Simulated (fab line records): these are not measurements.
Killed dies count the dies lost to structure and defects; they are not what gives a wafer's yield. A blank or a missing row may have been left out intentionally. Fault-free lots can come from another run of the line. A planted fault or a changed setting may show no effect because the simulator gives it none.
A struck lot beside a sound one	flow n5_finfet	16 out of 1938 route steps
Sound: these wafers, L873.2, L873.3, L873.6. Struck: wafer L888.2 (left out: L888.3, L888.6 of the same lot, which were not struck); the cause appears at the end.
Order at every step that has rows: each side's tool, ch and its chambers, its first start. Under that, the readings that differ: sound wafers	struck wafers	difference of the means	sigmas: that difference in standard deviations of wafers without a fault.
alike: readings whose means differ by less than 2 such deviations, and words and numbers that are the same on both sides. not compared: withheld readings, readings that some wafer has no value for, bounds like >300 that may hide the same value, and numbers for which the record gives no deviation and whose values overlap.
The two part at a step that has a row with sigmas, a row that says differs or no value, or rows on one side only. Numbers that don't overlap but have no deviation are shown without sigmas and don't part them. A reading that every wafer of one side lacks parts them only if that side has two wafers or more.

N5_BEOL_M1_STRIP_36: strips in N2/H2.
  sound on rie_diel-03 ch 0,1,2, day 7 11:56; struck on rie_diel-05 ch 0, day 11 00:47
  alike: drypump_motor_current_A, oes_product_au, rf_vpp_V, showerhead_plenum_p_Torr, throttle_valve_pct
  not compared: rf_hours_counter_h
then, 1 step without rows for these wafers: N5_BEOL_M1_TRENCH_ETCH_37 (etches SiOC in C4F6/O2, target depth 55.207 nm, time 29 s).
N5_BEOL_M1_ETCH_41: etches SiCN in CH3F/O2, target depth 31.9 nm, time 57.8 s.
  sound on rie_diel-03 ch 0,1,2; struck on rie_diel-05 ch 0
  alike: drypump_motor_current_A, oes_product_au, rf_vpp_V, showerhead_plenum_p_Torr, throttle_valve_pct
  not compared: rf_hours_counter_h
N5_BEOL_M1_STRIP_97: strips in N2/H2, time 10 s.
  sound on rie_diel-03 ch 0,1,2; struck on rie_diel-05 ch 0
  alike: drypump_motor_current_A, oes_product_au, rf_vpp_V, showerhead_plenum_p_Torr, throttle_valve_pct
  not compared: rf_hours_counter_h
N5_BEOL_M1_OCD_MEAS_38:
  struck on ocd-01, day 11 00:59; sound on ocd-01, day 7 12:07
  alike: trench_depth_nm
then, 4 steps without rows for these wafers: N5_BEOL_M1_HM_STRIP_39 (strips TiN in peroxide tin strip, target depth 25 nm, time 158 s); N5_BEOL_M1_SRD_40 (time 30 s); N5_BEOL_M1_PRECLEAN_42 (cleans in residue remover, time 60 s); N5_BEOL_M1_SRD_43 (time 30 s).
N5_BEOL_M1_CD_MEAS_35: target cd 18 nm, target cd y 21 nm.
  struck on cd_sem-01, day 11 01:08; sound on cd_sem-01, day 7 12:17
  alike: cd_nm
N5_BEOL_M1_DEGAS_44: time 60 s.
  struck on pvd_sputter-02, day 11 01:37; sound on pvd_sputter-01, day 7 12:39
  alike: heater_power_w
N5_BEOL_M1_PRE_CLEAN_45: time 30 s.
  struck on pvd_sputter-02, day 11 01:39; sound on pvd_sputter-01, day 7 12:41
  alike: heater_power_w
N5_BEOL_M1_ALD_84: deposits TaN, pulse time 2 s, purge time 3 s, co reactant purge time 2 s.
  sound on ald_metal-02 ch 0,1,3, day 7 12:45; struck on ald_metal-04 ch 1, day 11 01:43
reading	sound	struck	difference	sigmas
ald_cycles	30 30 30	35	+5	
  alike: heater_power_w, precursor_vessel_carrier_sccm, precursor_vessel_pressure_torr
following that, these wafers have no rows for 1 step: N5_BEOL_M1_SURFACE_TREAT_85.
-- the record jumps here: 2 days lie between the struck wafers' starts before and after (it left off in module BEOL_M1 and takes up again in module BEOL_M4, whose first step shown is number 1111 of the route) --
N5_BEOL_M4_RC_MEAS_101:
  sound on prober-02 ch 0, day 9 03:31; struck on prober-01 ch 0, day 13 04:11
reading	sound	struck	difference	sigmas
IOFF_N (nA/um)	0.16 0.15 0.18	0.27	+0.11	+2
IOFF_P (nA/um)	0.19 0.21 0.22	0.40	+0.19	+4
ION_N (uA/um)	685 662 683	708	+31	+2
ION_P (uA/um)	467 459 455	496	+36	+4
SS_N (mV/dec)	71.4 71.6 71.7	73.1	+1.5	+2
VT_N (mV)	250 253 251	242	-9	-2
VT_P (mV)	-252 -252 -253	-240	+12	+3
  alike: DIBL_N, DIBL_P, SS_P
following that, these wafers have no rows for 1 step: N5_PASSIVATION_PROBE_49.

WHERE THEY PART
Only at N5_BEOL_M4_RC_MEAS_101, as far as this record shows.

WHY: what had been put in by the simulator
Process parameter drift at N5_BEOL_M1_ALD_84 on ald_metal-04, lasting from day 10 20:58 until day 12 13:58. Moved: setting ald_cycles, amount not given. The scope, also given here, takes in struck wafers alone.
